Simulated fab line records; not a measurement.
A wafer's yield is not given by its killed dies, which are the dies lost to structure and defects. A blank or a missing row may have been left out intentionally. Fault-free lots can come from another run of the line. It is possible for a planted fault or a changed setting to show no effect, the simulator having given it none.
Problem report, 8D (eight disciplines) form, completed by code ; flow nand_harc ; the parts of the form that need people (team, actions taken, sign-off) are left out

## 1. THE PROBLEM
exposure_dose_mJ_cm2 at NHARC_A_M1_EXPOSE_06 reads a mean of 73.61 on 6 wafers of 2 lots; wafers without a fault read 75.05 with a standard deviation of 0.088. Relative to the usual mean, that is a shift of -16 standard deviations.
The step: exposes mask A M1, target cd 120 nm.
Earliest sighting: wafer L699.4 on arfi_scanner-03 at day 26 17:31. The record has a number at this step for 36 wafers belonging to 12 lots. The rule behind "out" and "out of limits": a value lying over 4 standard deviations away from the usual mean. The rest of the wafers with a number are treated as sound.

## 2. WHAT IT IS, WHAT IT ISN'T
question;is;is not
which readings at this step;exposure_dose_mJ_cm2;focus_offset_nm, reticle_temp_C
which lots;L699, L702;L690, L691, L692, L695, L701, L703, L705, L707, L709, L711
which wafers of those lots;all that have a number;-
read on which tools;arfi_scanner-03;arfi_scanner-01, arfi_scanner-02
when;from day 26 17:31;"up to then (12 sound wafers); but 18 sound wafers of L701, L703, L705, L707, L709, L711 came after"

## 3. WHAT RULES OUT EACH SUSPECT
Counting: a tool at any process step up to the reading remains a suspect when it ran all the lots that are out and ran no sound lot after the first of those.
- arfi_scanner-03 at NHARC_A_M1_EXPOSE_06 (exposes mask A M1, target cd 120 nm): kept. All lots that are out passed through it, beginning with L699 at day 26 17:31, and no sound lot followed; its final sound lot before that point was L692 at day 23 19:06. Its own exposure_dose_mJ_cm2 readings are out on those wafers.
Left after counting: arfi_scanner-03 at NHARC_A_M1_EXPOSE_06.

## 4. THE CAUSE (what the simulator had put in)
Process parameter drift: arfi_scanner-03, from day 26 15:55 on, at NHARC_A_M1_EXPOSE_06. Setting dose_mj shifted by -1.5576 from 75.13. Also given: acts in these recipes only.
Only this tool survived the counting.

## 5. THE EFFECT CHAIN, in route order
One row per reading whose mean, taken over the struck wafers that have a number, lies over 3 standard deviations from the usual. Readings are gone through only where the record gives a usual standard deviation; hours: the median, over the lots, of the time from a lot's start at the first step in this table giving one to that lot's start at this step; sigmas: the change measured in usual standard deviations.
hours;step;reading;usual;on struck wafers;change;sigmas
0;NHARC_A_M1_EXPOSE_06;exposure_dose_mJ_cm2;75.05;73.61;-1.44;-16
Here are the process steps it includes:
- NHARC_A_M1_EXPOSE_06: exposes mask A M1, target cd 120 nm.
Later measuring or inspecting steps at which every struck wafer that the step has a row for has a number for every such reading, and none has moved that far: NHARC_END_SORT_01.

## 6. WHAT WOULD HAVE CAUGHT IT SOONER
In this record no reading fell out of limits until day 26 17:31, 2 hours after the fault had begun at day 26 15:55.
